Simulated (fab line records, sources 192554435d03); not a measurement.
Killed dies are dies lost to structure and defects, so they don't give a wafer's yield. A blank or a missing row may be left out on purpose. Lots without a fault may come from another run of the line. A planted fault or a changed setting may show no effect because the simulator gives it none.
Chamber matching | flow n5_finfet | N5_BEOL_M9_ETCH_61 on rie_diel-04: 4 sister chambers
The step etches SiARC in CF4, target depth 39 nm, time 65 s. 8 wafers are shown with their chamber, then 12 later ones without.

WAFERS WITH THEIR CHAMBER
wafer  | chamber | throttle_valve_pct (%) | etch_rf_on_time_s (s)
L080.1 | 1       | 16.0                   | 63.9
L083.2 | 3       | 15.1                   | 67.3
L082.2 | 0       | 15.1                   | 66.8
L082.5 | 0       | 15.1                   | 66.7
L082.6 | 2       | 15.5                   | 63.4
L086.4 | 3       | 15.2                   | 66.8
L086.5 | 2       | 15.6                   | 62.9
L086.6 | 1       | 15.6                   | 64.5

WAFERS WITHOUT THEIR CHAMBER
wafer  | throttle_valve_pct (%) | etch_rf_on_time_s (s)
L091.1 | 15.2                   | 66.6
L091.2 | 15.1                   | 67.3
L091.3 | 15.6                   | 64.3
L091.4 | 15.6                   | 63.7
L091.5 | 15.1                   | 67.3
L091.6 | 15.6                   | 64.0
L094.2 | 15.6                   | 64.8
L094.5 | 15.2                   | 67.2
L094.6 | 15.6                   | 63.2
L097.1 | 15.6                   | 63.0
L097.2 | 15.1                   | 65.4
L097.5 | 15.6                   | 63.2

WHICH CHAMBER EACH WENT THROUGH
wafer  | from the rows above          | in truth
L091.1 | can't be placed: 0 or 3      | 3
L091.2 | can't be placed: 3 or 0      | 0
L091.3 | 1                            | 1
L091.4 | can't be placed: 2 or 1      | 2
L091.5 | can't be placed: 3 or 0      | 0
L091.6 | can't be placed: 1 or 2      | 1
L094.2 | 1                            | 1
L094.5 | can't be placed: 3 or 0      | 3
L094.6 | 2                            | 2
L097.1 | 2                            | 2
L097.2 | can't be placed: 0 or 3 or 1 | 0
L097.5 | 2                            | 2
Placed correctly: 5 of 12. Can't be placed from these rows: 7 (the true chamber is among the candidates in 7). Placed wrongly: 0.
How it was worked out, from the rows above alone: a wafer's distance from a chamber is the root of the sum, over the readings, of the square of ((its reading less the chamber's mean) divided by the reading's scatter). The wafer belongs to the nearest chamber; if the next one is less than 2 further off, it can't be placed. A chamber's mean is the mean of its shown wafers. The scatter: the root of (the sum of the squares of (reading less its chamber's mean) over the shown wafers, divided by (wafers less chambers)).
